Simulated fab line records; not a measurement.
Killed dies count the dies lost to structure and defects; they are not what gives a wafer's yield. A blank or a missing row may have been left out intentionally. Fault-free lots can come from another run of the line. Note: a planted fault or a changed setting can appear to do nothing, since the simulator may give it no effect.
Matching of chambers -- flow n5Finfet -- 4 sister chambers for N5_BEOL_M6_STRIP_36 on rieDiel-05
The step strips in N2/H2. 4 wafers are shown with their chamber, then 10 later ones without.

WAFERS, EACH WITH ITS CHAMBER
wafer,chamber,showerheadPlenumPTorr (Torr)
L087.3,0,2.35
L087.5,1,2.48
L089.1,2,2.65
L089.2,3,2.60

WAFERS WITH NO CHAMBER GIVEN
wafer,showerheadPlenumPTorr (Torr)
L089.4,2.60
L086.2,2.65
L086.4,2.48
L086.5,2.65
L088.1,2.65
L088.2,2.48
L088.5,2.60
L095.1,2.47
L095.3,2.64
L095.4,2.60

EACH ONE'S CHAMBER
wafer,from the rows above,in truth
L089.4,3,3
L086.2,2,2
L086.4,1,1
L086.5,2,2
L088.1,2,2
L088.2,1,1
L088.5,3,3
L095.1,1,1
L095.3,2,2
L095.4,3,3
10 of 10 placed correctly. Number that these rows cannot place: 0. 0 placed wrongly.
How it was worked out, from the rows above alone: a wafer's distance from a chamber is the root of the sum, over the readings, of the square of ((its reading less the chamber's mean) divided by the reading's scatter). The wafer belongs to the nearest chamber; if the next one is less than 2 further off, it can't be placed. For every chamber, the mean is computed from those of its wafers that are shown. The scatter: root of mean squared gap, hidden wafer to nearest shown wafer, with one shown wafer a chamber.
